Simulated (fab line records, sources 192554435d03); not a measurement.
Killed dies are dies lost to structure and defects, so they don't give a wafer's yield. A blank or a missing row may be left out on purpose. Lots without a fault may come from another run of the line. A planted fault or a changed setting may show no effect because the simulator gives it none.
Chamber matching | flow n5_finfet | N5_MOL_CONTACT_COAG_CO_FILL_22 on cvd_co-01: 3 sister chambers
The step material Co, precursor CCTBA/H2, target thk 20 nm. 6 wafers are shown with their chamber, then 12 later ones without.

WAFERS WITH THEIR CHAMBER
wafer  | chamber | heater_power_outer_w (W) | heater_power_w (W)
L085.1 | 1       | 130                      | 251
L085.2 | 2       | 116                      | 236
L085.3 | 0       | 103                      | 208
L086.3 | 2       | 117                      | 237
L086.4 | 1       | 129                      | 248
L086.5 | 0       | 101                      | 216

WAFERS WITHOUT THEIR CHAMBER
wafer  | heater_power_outer_w (W) | heater_power_w (W)
L089.2 | 131                      | 261
L089.4 | 119                      | 236
L089.6 | 128                      | 255
L090.2 | 131                      | 253
L090.4 | 131                      | 253
L090.5 | 102                      | 204
L091.1 | 102                      | 207
L091.2 | 129                      | 253
L091.4 | 102                      | 206
L092.1 | 117                      | 238
L092.4 | 132                      | 258
L092.6 | 102                      | 215

WHICH CHAMBER EACH WENT THROUGH
wafer  | from the rows above | in truth
L089.2 | 1                   | 1
L089.4 | 2                   | 2
L089.6 | 1                   | 1
L090.2 | 1                   | 1
L090.4 | 1                   | 1
L090.5 | 0                   | 0
L091.1 | 0                   | 0
L091.2 | 1                   | 1
L091.4 | 0                   | 0
L092.1 | 2                   | 2
L092.4 | 1                   | 1
L092.6 | 0                   | 0
Placed correctly: 12 of 12. Can't be placed from these rows: 0. Placed wrongly: 0.
How it was worked out, from the rows above alone: a wafer's distance from a chamber is the root of the sum, over the readings, of the square of ((its reading less the chamber's mean) divided by the reading's scatter). The wafer belongs to the nearest chamber; if the next one is less than 2 further off, it can't be placed. A chamber's mean is the mean of its shown wafers. The scatter: the root of (the sum of the squares of (reading less its chamber's mean) over the shown wafers, divided by (wafers less chambers)).
